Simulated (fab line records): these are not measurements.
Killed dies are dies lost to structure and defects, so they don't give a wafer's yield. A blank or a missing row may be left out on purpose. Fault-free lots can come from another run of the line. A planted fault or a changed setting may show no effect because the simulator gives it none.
Chamber matching | flow n5_finfet | 4 sister chambers for N5_HKMG_FIN_STRIP_92 on rie_diel-01
The step strips SOC in N2/H2, time 20 s. 4 wafers are shown with their chamber, then 12 later ones without.

## EACH WAFER AND ITS CHAMBER
wafer  | chamber | showerhead_plenum_p_Torr (Torr)
L086.4 | 1       | 3.46
L089.4 | 0       | 3.29
L089.5 | 3       | 3.41
L089.6 | 2       | 3.17

## WAFERS WHOSE CHAMBER IS MISSING
wafer  | showerhead_plenum_p_Torr (Torr)
L091.1 | 3.45
L091.2 | 3.28
L091.4 | 3.17
L093.1 | 3.17
L093.4 | 3.45
L093.6 | 3.40
L096.1 | 3.40
L096.5 | 3.28
L096.6 | 3.40
L097.1 | 3.28
L097.3 | 3.45
L097.5 | 3.40

## CHAMBER TAKEN BY EACH
wafer  | from the rows above | in truth
L091.1 | 1                   | 1
L091.2 | 0                   | 0
L091.4 | 2                   | 2
L093.1 | 2                   | 2
L093.4 | 1                   | 1
L093.6 | 3                   | 3
L096.1 | 3                   | 3
L096.5 | 0                   | 0
L096.6 | 3                   | 3
L097.1 | 0                   | 0
L097.3 | 1                   | 1
L097.5 | 3                   | 3
Placed correctly: 12 of 12. Number that these rows cannot place: 0. Wrongly placed: 0.
How it was worked out, from the rows above alone: a wafer's distance from a chamber is the root of the sum, over the readings, of the square of ((its reading less the chamber's mean) divided by the reading's scatter). If the next closest chamber is less than 2 further off than the closest, the wafer can't be placed; otherwise it belongs to the closest. The mean given for a chamber averages the wafers shown for that chamber. The scatter: root of mean squared gap, hidden wafer to nearest shown wafer, with one shown wafer a chamber.
